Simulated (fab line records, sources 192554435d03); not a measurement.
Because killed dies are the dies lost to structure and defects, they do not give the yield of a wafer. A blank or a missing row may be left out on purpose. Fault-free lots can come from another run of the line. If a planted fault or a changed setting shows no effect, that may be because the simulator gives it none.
Comparing a struck lot with a sound one || flow n5-finfet || 16 out of 1938 route steps
Sound: these wafers, L539.3, L539.6. The struck wafers were L530.1, L530.4, L530.5. At the end, the cause is stated.
For every step that has rows: the tool of each side, followed by ch and its chambers, followed by its first start. Under that, the readings that differ: sound wafers || struck wafers || difference of the means || sigmas: that difference in standard deviations of wafers without a fault.
alike: a reading whose means differ by less than 2 such deviations, as well as words and numbers matching on both sides. not compared: withheld readings; readings where some wafer has no value; bounds like >300 that might hide an equal value; numbers whose values overlap and for which the record gives no deviation.
The two part at a step that has a row with sigmas, a row that says differs or no value, or rows on one side only. Numbers that have no deviation but don't overlap get no sigmas and don't part them. A reading that every wafer of one side lacks parts them only if that side has two wafers or more.

first, 2 steps without rows for these wafers: N5_STI_FIN_REVEAL_STRIP_35 (strips Si3N4 in H3PO4, target depth 4 nm, time 39 s); N5_STI_FIN_REVEAL_SRD_21 (time 30 s).
N5_STI_FIN_REVEAL_OXIDATION_33: chemistry O2 PLASMA REMOTE, time 20 s.
  sound on plasma-asher-02 ch 0,1, day 6 20:20; struck on plasma-asher-02 ch 0,1, day 4 14:48
  alike: drypump-motor-current-A, heater-power-w, temp-c
  not compared: rf-hours-counter-h
then, 2 steps without rows for these wafers: N5_STI_FIN_REVEAL_CLEAN_19 (cleans in O3/DIW, time 120 s); N5_STI_FIN_REVEAL_SRD_23 (time 30 s).
N5_STI_FIN_REVEAL_CD_MEAS_22: target cd 6.238 nm, pitch 28 nm.
  sound on cd-sem-01, day 6 20:29; struck on cd-sem-02, day 4 15:01
  alike: cd-nm
N5_STI_FIN_REVEAL_FIN_H_MEAS_10:
  sound on ocd-02, day 6 20:31; struck on ocd-01, day 4 15:03
  alike: trench-depth-nm
then, 2 steps without rows for these wafers: N5_STI_FIN_REVEAL_PRECLEAN_18 (cleans in SC2, time 45 s); N5_STI_FIN_REVEAL_SRD_28 (time 30 s).
N5_STI_FIN_REVEAL_INSPECT_13: inspects for defects (darkfield).
  sound on defect-inspect-01, day 6 20:36; struck on defect-inspect-01, day 4 15:08
  alike: raw-defect-count
then, 2 steps without rows for these wafers: N5_DUMMY_GATE_PRECLEAN_00 (cleans in O3/DIW, time 60 s); N5_DUMMY_GATE_SRD_01 (time 30 s).
N5_DUMMY_GATE_ALD_02: deposits SiO2, target thk 2 nm, pulse time 1 s.
  sound on ald-sin-03 ch 1,3, day 6 20:41; struck on ald-sin-01 ch 1,2,3, day 4 15:14
  no value came back on the struck wafers for chamber-pressure-Torr (Torr), heater-power-outer-w (W), heater-power-w (W), precursor-pulse-height-rel; on the sound wafers chamber-pressure-Torr (Torr) reads 1.997 1.994
then, 1 step without rows for these wafers: N5_DUMMY_GATE_CVD_03 (deposits a-Si from SiH4, target thk 150 nm, time 8042 s).
N5_BEOL_M4_RC_MEAS_101:
  the record has rows for the sound wafers here (prober-02 ch 0, day 12 08:40) and none for the struck ones
-- record jumps: 9 days separate the struck wafers' starts on either side; left off in module BEOL_M4, taken up again in module PASSIVATION, whose first shown step is the route's number 1936 --
N5_PASSIVATION_PROBE_49:
  sound on prober-01, day 16 08:31; struck on prober-02, day 13 21:44
{"reading": "killed-at-front-end", "sound": 20, "struck": "1099 1116 1087", "difference": "+1081", "sigmas": "+90"}
{"reading": "killed-dies", "sound": 72, "struck": "1163 1161 1155", "difference": "+1088", "sigmas": "+68"}
{"reading": "killed-on-rim", "sound": 10, "struck": "152 150 135", "difference": "+136", "sigmas": "+34"}
{"reading": "killed-short", "sound": 17, "struck": "34 27 40", "difference": "+17", "sigmas": "+2"}
  alike: killed_at_M0_to_M3, killed_at_M4_up, killed-at-contacts, killed-at-other, killed-open

== WHERE THEY PART ==
At N5_DUMMY_GATE_ALD_02 first; at N5_PASSIVATION_PROBE_49 last (within this record only).

WHY: the cause the simulator had injected
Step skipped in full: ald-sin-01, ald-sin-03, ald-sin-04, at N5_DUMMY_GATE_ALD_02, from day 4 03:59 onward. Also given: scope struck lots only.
